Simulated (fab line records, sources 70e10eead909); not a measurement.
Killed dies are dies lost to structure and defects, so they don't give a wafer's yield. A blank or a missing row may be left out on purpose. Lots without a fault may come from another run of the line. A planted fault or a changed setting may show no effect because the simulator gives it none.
A sampling plan put to the test | flow nand_harc | one fab line, 23 faults that these records tell of, each judged on the records of the lots that it struck; 1 more is left out, because the records don't allow judging it
The plan is the line's own looks: the steps of the route at which a gauge or an inspection reads the wafer and doesn't change it. A look can be judged if struck wafers have a number there and the file gives its usual mean and standard deviation on fault-free wafers. Caught: at a look after the fault's first step, the mean of the struck wafers lies 4 or more of those standard deviations (sigma) from the usual mean. On the tool: the same test on the tool's own readings at the fault's steps. Another recipe on the struck wafers, or a record that is blank for them alone, also counts as caught.

THE FAULTS, as the simulator had put them in
1. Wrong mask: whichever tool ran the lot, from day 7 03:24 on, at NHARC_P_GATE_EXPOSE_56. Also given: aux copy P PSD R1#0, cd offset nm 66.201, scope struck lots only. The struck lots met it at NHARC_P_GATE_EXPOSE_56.
2. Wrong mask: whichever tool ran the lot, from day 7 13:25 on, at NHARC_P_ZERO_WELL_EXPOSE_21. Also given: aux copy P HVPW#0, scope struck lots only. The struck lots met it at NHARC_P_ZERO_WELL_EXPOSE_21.
3. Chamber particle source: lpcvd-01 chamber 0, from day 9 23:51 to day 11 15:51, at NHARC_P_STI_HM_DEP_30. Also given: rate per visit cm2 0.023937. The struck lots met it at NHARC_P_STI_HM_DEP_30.
4. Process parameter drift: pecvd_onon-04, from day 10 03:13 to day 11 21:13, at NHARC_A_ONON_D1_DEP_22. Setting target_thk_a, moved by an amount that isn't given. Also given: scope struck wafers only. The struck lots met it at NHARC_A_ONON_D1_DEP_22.
5. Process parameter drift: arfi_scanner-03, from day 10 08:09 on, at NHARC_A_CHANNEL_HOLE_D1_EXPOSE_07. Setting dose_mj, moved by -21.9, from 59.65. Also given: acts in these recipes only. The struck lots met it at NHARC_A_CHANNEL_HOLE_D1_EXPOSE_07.
6. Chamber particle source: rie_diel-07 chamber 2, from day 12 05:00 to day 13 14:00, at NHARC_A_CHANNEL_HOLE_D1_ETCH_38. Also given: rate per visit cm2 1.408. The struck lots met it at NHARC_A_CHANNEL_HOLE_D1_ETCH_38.
7. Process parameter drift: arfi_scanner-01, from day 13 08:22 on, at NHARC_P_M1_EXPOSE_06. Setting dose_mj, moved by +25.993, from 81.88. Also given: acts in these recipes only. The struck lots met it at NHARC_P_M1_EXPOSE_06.
8. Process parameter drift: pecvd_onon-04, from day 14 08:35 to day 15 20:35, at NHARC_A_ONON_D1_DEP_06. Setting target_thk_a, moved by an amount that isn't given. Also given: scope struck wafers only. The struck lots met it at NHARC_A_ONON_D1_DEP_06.
9. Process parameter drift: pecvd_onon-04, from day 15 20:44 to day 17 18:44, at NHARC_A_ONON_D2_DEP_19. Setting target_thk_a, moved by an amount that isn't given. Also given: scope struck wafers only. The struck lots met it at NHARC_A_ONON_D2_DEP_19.
10. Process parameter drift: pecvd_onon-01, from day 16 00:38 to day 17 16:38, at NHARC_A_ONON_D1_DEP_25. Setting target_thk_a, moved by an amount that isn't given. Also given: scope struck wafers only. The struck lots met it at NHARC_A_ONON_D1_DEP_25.
11. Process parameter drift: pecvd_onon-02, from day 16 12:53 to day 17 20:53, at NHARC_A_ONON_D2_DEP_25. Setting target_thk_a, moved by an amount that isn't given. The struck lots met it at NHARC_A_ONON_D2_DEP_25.
12. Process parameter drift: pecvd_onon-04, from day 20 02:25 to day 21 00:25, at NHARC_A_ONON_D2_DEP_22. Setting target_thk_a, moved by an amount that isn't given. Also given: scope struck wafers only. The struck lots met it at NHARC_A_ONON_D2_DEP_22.
13. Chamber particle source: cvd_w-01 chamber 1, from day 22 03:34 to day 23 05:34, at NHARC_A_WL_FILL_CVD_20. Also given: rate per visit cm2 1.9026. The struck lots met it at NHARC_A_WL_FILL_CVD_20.
14. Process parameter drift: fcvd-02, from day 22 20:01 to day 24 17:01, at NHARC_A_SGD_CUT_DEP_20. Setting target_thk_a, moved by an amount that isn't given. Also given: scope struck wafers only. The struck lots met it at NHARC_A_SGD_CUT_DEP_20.
15. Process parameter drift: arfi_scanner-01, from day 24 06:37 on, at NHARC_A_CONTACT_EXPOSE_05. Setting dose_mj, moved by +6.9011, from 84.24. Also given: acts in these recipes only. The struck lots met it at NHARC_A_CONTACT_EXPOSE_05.
16. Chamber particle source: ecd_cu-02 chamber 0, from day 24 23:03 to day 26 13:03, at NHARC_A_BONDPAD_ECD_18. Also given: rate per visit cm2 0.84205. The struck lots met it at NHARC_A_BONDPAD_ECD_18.
17. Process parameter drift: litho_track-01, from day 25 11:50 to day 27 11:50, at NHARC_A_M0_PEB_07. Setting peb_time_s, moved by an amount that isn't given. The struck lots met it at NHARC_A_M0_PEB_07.
18. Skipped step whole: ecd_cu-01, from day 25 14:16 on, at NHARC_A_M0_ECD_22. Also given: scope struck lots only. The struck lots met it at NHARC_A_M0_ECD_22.
19. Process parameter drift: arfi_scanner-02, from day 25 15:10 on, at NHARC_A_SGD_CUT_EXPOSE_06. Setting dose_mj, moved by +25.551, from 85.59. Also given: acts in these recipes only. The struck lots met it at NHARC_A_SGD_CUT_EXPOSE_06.
20. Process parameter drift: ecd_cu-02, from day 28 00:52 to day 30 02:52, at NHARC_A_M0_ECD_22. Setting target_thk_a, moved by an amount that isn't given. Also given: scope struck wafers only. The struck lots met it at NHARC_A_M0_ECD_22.
21. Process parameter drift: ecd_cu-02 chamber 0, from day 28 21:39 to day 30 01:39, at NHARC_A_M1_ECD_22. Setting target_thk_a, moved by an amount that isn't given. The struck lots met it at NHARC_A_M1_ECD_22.
22. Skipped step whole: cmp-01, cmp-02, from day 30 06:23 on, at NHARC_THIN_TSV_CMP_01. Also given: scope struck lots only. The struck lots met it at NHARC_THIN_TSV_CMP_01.
23. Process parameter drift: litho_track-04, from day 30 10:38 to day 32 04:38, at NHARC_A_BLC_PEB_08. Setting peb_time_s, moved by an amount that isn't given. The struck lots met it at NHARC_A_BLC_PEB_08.

WHAT THE PLAN SAW
fault | on the tool itself                               | first look that catches it                   | reading, sigma           | median hours from its first step to that look | hours from the fault's start to the first struck lot there | judged looks passed uncaught
1     | under 2 sigma                                    | NHARC_P_GATE_CD_MEAS_59                      | cd_nm +27                | 0.2                                           | 2                                                          | 0
2     | under 2 sigma                                    | not the one look that can be judged after it | -                        | -                                             | -                                                          | 1
3     | under 2 sigma                                    | NHARC_P_STI_INSPECT_11                       | raw_defect_count +4.9    | 4.1                                           | 9                                                          | 0
4     | under 2 sigma                                    | NHARC_A_ONON_D1_THK_MEAS_24                  | thk_nm +14               | 0.4                                           | 10                                                         | 0
5     | exposure_dose_mJ_cm2 -99 or beyond sigma         | NHARC_A_CHANNEL_HOLE_D1_CD_MEAS_10           | cd_nm -27                | 0.1                                           | 10                                                         | 0
6     | under 2 sigma                                    | NHARC_A_CHANNEL_HOLE_D1_INSPECT_40           | raw_defect_count +30     | 9.0                                           | 17                                                         | 0
7     | exposure_dose_mJ_cm2 +99 or beyond sigma         | NHARC_P_M1_CD_MEAS_09                        | cd_nm +21                | 0.1                                           | 7                                                          | 0
8     | no reading that can be judged                    | NHARC_A_ONON_D1_THK_MEAS_08                  | thk_nm +12               | 0.4                                           | 23                                                         | 0
9     | no reading that can be judged                    | NHARC_A_ONON_D2_THK_MEAS_21                  | thk_nm -37               | 0.5                                           | 31                                                         | 0
10    | no reading that can be judged                    | NHARC_A_ONON_D1_THK_MEAS_27                  | thk_nm +5.1              | 0.4                                           | 16                                                         | 0
11    | no reading that can be judged                    | NHARC_A_ONON_D2_THK_MEAS_27                  | thk_nm +15               | 0.5                                           | 16                                                         | 0
12    | no reading that can be judged                    | NHARC_A_ONON_D2_THK_MEAS_24                  | thk_nm -5.6              | 0.4                                           | 5                                                          | 0
13    | under 2 sigma                                    | NHARC_END_SORT_01                            | killed_at_array +4.1     | 75.6                                          | 83                                                         | 0
14    | no reading that can be judged                    | NHARC_A_SGD_CUT_THK_MEAS_22                  | thk_nm -12               | 4.7                                           | 18                                                         | 0
15    | exposure_dose_mJ_cm2 +68 sigma                   | NHARC_A_CONTACT_CD_MEAS_08                   | cd_nm +7.4               | 0.1                                           | 31                                                         | 0
16    | no reading that can be judged                    | NHARC_END_SORT_01                            | defect_limited_yield -15 | 30.3                                          | 42                                                         | 0
17    | no reading that can be judged                    | NHARC_A_M0_CD_MEAS_09                        | cd_nm +8.0               | 0.1                                           | 11                                                         | 0
18    | the tool's record is blank for the struck wafers | NHARC_A_M0_THK_MEAS_24                       | thk_nm -47               | 1.0                                           | 11                                                         | 0
19    | exposure_dose_mJ_cm2 +99 or beyond sigma         | NHARC_A_SGD_CUT_CD_MEAS_09                   | cd_nm +25                | 0.1                                           | 34                                                         | 0
20    | under 2 sigma                                    | not the one look that can be judged after it | -                        | -                                             | -                                                          | 1
21    | no reading that can be judged                    | not the one look that can be judged after it | -                        | -                                             | -                                                          | 1
22    | the tool's record is blank for the struck wafers | NHARC_THIN_TSV_THK_MEAS_02                   | thk_nm +15               | 0.3                                           | 15                                                         | 0
23    | no reading that can be judged                    | NHARC_A_BLC_CD_MEAS_10                       | cd_nm +25                | 0.1                                           | 0                                                          | 0
A dash: the fault isn't caught, or these records don't give the number.

Caught at a look: 20 of 23. Caught on the tool: 6 of 23. By one or the other: 20 of 23.
Caught at a look alone: faults 1, 3, 4, 6, 8, 9, 10, 11, 12, 13, 14, 16, 17, 23.
Caught by neither: faults 2, 20, 21.

THINNER SAMPLING
If the look that catches a fault measured only every second or every third lot, by lot number, the first struck lot would be measured this late in the worst case:
fault | struck lots at that look, in order of time | every lot | every second lot | every third lot
1     | L382                                       | 2 h       | may miss it      | may miss it
3     | L793, L794, L795                           | 9 h       | 21 h             | 30 h
4     | L236, L239                                 | 10 h      | 38 h             | may miss all 2
5     | L611, L613, L615, L618                     | 10 h      | 74 h             | 39 h
6     | L509, L510                                 | 17 h      | 29 h             | may miss all 2
7     | L772, L771, L774                           | 7 h       | 14 h             | may miss all 3
8     | L472, L471                                 | 23 h      | 28 h             | may miss all 2
9     | L578                                       | 31 h      | may miss it      | may miss it
10    | L566                                       | 16 h      | may miss it      | may miss it
11    | L855, L857                                 | 16 h      | may miss all 2   | may miss all 2
12    | L681, L682                                 | 5 h       | 12 h             | may miss all 2
13    | L812                                       | 83 h      | may miss it      | may miss it
14    | L598                                       | 18 h      | may miss it      | may miss it
15    | L535, L539                                 | 31 h      | may miss all 2   | may miss all 2
16    | L978, L981, L980                           | 42 h      | 65 h             | may miss all 3
17    | L901, L899                                 | 11 h      | may miss all 2   | may miss all 2
18    | L995, L993                                 | 11 h      | may miss all 2   | may miss all 2
19    | L667, L669                                 | 34 h      | may miss all 2   | may miss all 2
22    | L691, L692                                 | 15 h      | 16 h             | may miss all 2
23    | L796, L800                                 | 0 h       | may miss all 2   | may miss all 2
Hours are from the fault's start to the first struck lot that is measured. The limit of 4 sigma was tested on all struck wafers together, so one lot alone may lie under it. Other struck lots may not be in these records.

THE LONGEST TIMED WAY FROM STEP TO LOOK
Fault 13: a median of 75.6 hours passes between NHARC_A_WL_FILL_CVD_20 and NHARC_END_SORT_01. No look between them can be judged.
